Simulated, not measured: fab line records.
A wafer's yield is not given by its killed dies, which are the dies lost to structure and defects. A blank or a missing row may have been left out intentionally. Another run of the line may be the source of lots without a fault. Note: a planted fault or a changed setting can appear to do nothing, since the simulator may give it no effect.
Chamber matching || flow n5 finfet || 4 sister chambers for N5_BEOL_M8_DESCUM_16 on rie diel-04
The step chemistry O2, time 7.9 s. 8 wafers are shown with their chamber, then 9 later ones without.

EACH WAFER AND ITS CHAMBER
{"wafer": "L736.5", "chamber": 0, "drypump motor current A (A)": 6.7, "throttle valve pct (%)": 20.41}
{"wafer": "L737.5", "chamber": 1, "drypump motor current A (A)": 5.3, "throttle valve pct (%)": 20.54}
{"wafer": "L739.5", "chamber": 3, "drypump motor current A (A)": 5.8, "throttle valve pct (%)": 20.31}
{"wafer": "L740.4", "chamber": 2, "drypump motor current A (A)": 5.5, "throttle valve pct (%)": 20.74}
{"wafer": "L740.6", "chamber": 1, "drypump motor current A (A)": 5.3, "throttle valve pct (%)": 20.56}
{"wafer": "L744.1", "chamber": 2, "drypump motor current A (A)": 5.5, "throttle valve pct (%)": 20.77}
{"wafer": "L744.2", "chamber": 3, "drypump motor current A (A)": 5.8, "throttle valve pct (%)": 20.33}
{"wafer": "L744.6", "chamber": 0, "drypump motor current A (A)": 6.6, "throttle valve pct (%)": 20.07}

WAFERS MISSING THEIR CHAMBER
{"wafer": "L746.3", "drypump motor current A (A)": 6.7, "throttle valve pct (%)": 20.08}
{"wafer": "L746.4", "drypump motor current A (A)": 5.3, "throttle valve pct (%)": 20.60}
{"wafer": "L746.5", "drypump motor current A (A)": 5.3, "throttle valve pct (%)": 20.57}
{"wafer": "L750.1", "drypump motor current A (A)": 6.6, "throttle valve pct (%)": 20.08}
{"wafer": "L750.3", "drypump motor current A (A)": 5.8, "throttle valve pct (%)": 20.34}
{"wafer": "L750.4", "drypump motor current A (A)": 5.3, "throttle valve pct (%)": 20.59}
{"wafer": "L753.2", "drypump motor current A (A)": 6.7, "throttle valve pct (%)": 20.07}
{"wafer": "L753.3", "drypump motor current A (A)": 5.5, "throttle valve pct (%)": 20.81}
{"wafer": "L753.4", "drypump motor current A (A)": 5.8, "throttle valve pct (%)": 20.34}

CHAMBER TAKEN BY EACH
{"wafer": "L746.3", "from the rows above": 0, "in truth": 0}
{"wafer": "L746.4", "from the rows above": 1, "in truth": 1}
{"wafer": "L746.5", "from the rows above": 1, "in truth": 1}
{"wafer": "L750.1", "from the rows above": 0, "in truth": 0}
{"wafer": "L750.3", "from the rows above": 3, "in truth": 3}
{"wafer": "L750.4", "from the rows above": 1, "in truth": 1}
{"wafer": "L753.2", "from the rows above": 0, "in truth": 0}
{"wafer": "L753.3", "from the rows above": 2, "in truth": 2}
{"wafer": "L753.4", "from the rows above": 3, "in truth": 3}
Correct placement for 9 of the 9. Left unplaced by these rows: 0. 0 placed wrongly.
How it was worked out, from the rows above alone: a wafer's distance from a chamber is the root of the sum, over the readings, of the square of ((its reading less the chamber's mean) divided by the reading's scatter). If the next closest chamber is less than 2 further off than the closest, the wafer can't be placed; otherwise it belongs to the closest. The mean given for a chamber averages the wafers shown for that chamber. The scatter: the root of (the sum of the squares of (reading less its chamber's mean) over the shown wafers, divided by (wafers less chambers)).
